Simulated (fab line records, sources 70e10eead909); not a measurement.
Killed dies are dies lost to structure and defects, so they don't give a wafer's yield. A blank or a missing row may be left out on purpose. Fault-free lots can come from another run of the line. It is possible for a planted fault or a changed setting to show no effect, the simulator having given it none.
Chamber matching :: flow nand harc :: NHARC_A_SLIT_ETCH_29 on rie diel-07: 4 sister chambers
The step etches the open film in CF4/O2, target depth 100 nm, overetch 10 nm, time 55 s. 16 wafers are shown with their chamber, then 8 later ones without.

== WAFERS WITH THEIR CHAMBER ==
wafer: L075.3
chamber: 0
showerhead plenum p Torr (Torr): 1.26
drypump motor current A (A): 5.7
rf vpp V (V): 196.0

wafer: L075.4
chamber: 3
showerhead plenum p Torr (Torr): 1.31
drypump motor current A (A): 5.7
rf vpp V (V): 197.0

wafer: L075.5
chamber: 0
showerhead plenum p Torr (Torr): 1.26
drypump motor current A (A): 5.7
rf vpp V (V): 196.4

wafer: L083.2
chamber: 0
showerhead plenum p Torr (Torr): 1.25
drypump motor current A (A): 5.7
rf vpp V (V): 195.4

wafer: L083.3
chamber: 2
showerhead plenum p Torr (Torr): 1.28
drypump motor current A (A): 5.1
rf vpp V (V): 195.1

wafer: L083.4
chamber: 3
showerhead plenum p Torr (Torr): 1.31
drypump motor current A (A): 5.8
rf vpp V (V): 197.3

wafer: L081.4
chamber: 0
showerhead plenum p Torr (Torr): 1.25
drypump motor current A (A): 5.7
rf vpp V (V): 196.2

wafer: L081.5
chamber: 0
showerhead plenum p Torr (Torr): 1.25
drypump motor current A (A): 5.7
rf vpp V (V): 196.4

wafer: L081.6
chamber: 3
showerhead plenum p Torr (Torr): 1.31
drypump motor current A (A): 5.8
rf vpp V (V): 197.8

wafer: L084.2
chamber: 0
showerhead plenum p Torr (Torr): 1.25
drypump motor current A (A): 5.7
rf vpp V (V): 195.3

wafer: L084.4
chamber: 3
showerhead plenum p Torr (Torr): 1.31
drypump motor current A (A): 5.7
rf vpp V (V): 198.7

wafer: L084.6
chamber: 0
showerhead plenum p Torr (Torr): 1.25
drypump motor current A (A): 5.7
rf vpp V (V): 195.1

wafer: L085.2
chamber: 0
showerhead plenum p Torr (Torr): 1.25
drypump motor current A (A): 5.7
rf vpp V (V): 196.5

wafer: L085.4
chamber: 1
showerhead plenum p Torr (Torr): 1.33
drypump motor current A (A): 5.7
rf vpp V (V): 197.4

wafer: L085.6
chamber: 1
showerhead plenum p Torr (Torr): 1.33
drypump motor current A (A): 5.7
rf vpp V (V): 197.5

wafer: L087.2
chamber: 2
showerhead plenum p Torr (Torr): 1.28
drypump motor current A (A): 5.1
rf vpp V (V): 196.4

SIGNATURES (means of the wafers above)
reading: showerhead plenum p Torr
chamber 0: 1.2525
chamber 1: 1.3300
chamber 2: 1.2800
chamber 3: 1.3100
scatter within a chamber: 0.00354

reading: drypump motor current A
chamber 0: 5.700
chamber 1: 5.700
chamber 2: 5.100
chamber 3: 5.750
scatter within a chamber: 0.0289

reading: rf vpp V
chamber 0: 195.912
chamber 1: 197.450
chamber 2: 195.750
chamber 3: 197.700
scatter within a chamber: 0.627
Rule: for each reading, subtract the chamber's mean from the wafer's reading, divide by that reading's scatter and square the result; add these up over the readings and take the root, which gives the wafer's distance from the chamber. If the next closest chamber is less than 2 further off than the closest, the wafer can't be placed; otherwise it belongs to the closest. The scatter: the root of (the sum of the squares of (reading less its chamber's mean) over the shown wafers, divided by (wafers less chambers)).

== WAFERS WHOSE CHAMBER IS MISSING ==
wafer: L087.4
showerhead plenum p Torr (Torr): 1.33
drypump motor current A (A): 5.6
rf vpp V (V): 198.0

wafer: L087.6
showerhead plenum p Torr (Torr): 1.31
drypump motor current A (A): 5.7
rf vpp V (V): 198.4

wafer: L088.1
showerhead plenum p Torr (Torr): 1.28
drypump motor current A (A): 5.1
rf vpp V (V): 198.0

wafer: L088.2
showerhead plenum p Torr (Torr): 1.31
drypump motor current A (A): 5.7
rf vpp V (V): 198.8

wafer: L088.5
showerhead plenum p Torr (Torr): 1.31
drypump motor current A (A): 5.7
rf vpp V (V): 196.2

wafer: L090.2
showerhead plenum p Torr (Torr): 1.31
drypump motor current A (A): 5.7
rf vpp V (V): 196.8

wafer: L090.5
showerhead plenum p Torr (Torr): 1.33
drypump motor current A (A): 5.6
rf vpp V (V): 198.9

wafer: L090.6
showerhead plenum p Torr (Torr): 1.25
drypump motor current A (A): 5.7
rf vpp V (V): 195.5

== WHICH CHAMBER EACH WENT THROUGH ==
wafer: L087.4
from the rows above: 1
in truth: 1

wafer: L087.6
from the rows above: 3
in truth: 3

wafer: L088.1
from the rows above: 2
in truth: 2

wafer: L088.2
from the rows above: 3
in truth: 3

wafer: L088.5
from the rows above: 3
in truth: 3

wafer: L090.2
from the rows above: 3
in truth: 3

wafer: L090.5
from the rows above: 1
in truth: 1

wafer: L090.6
from the rows above: 0
in truth: 0
Placed correctly: 8 of 8. Left unplaced by these rows: 0. 0 placed wrongly.
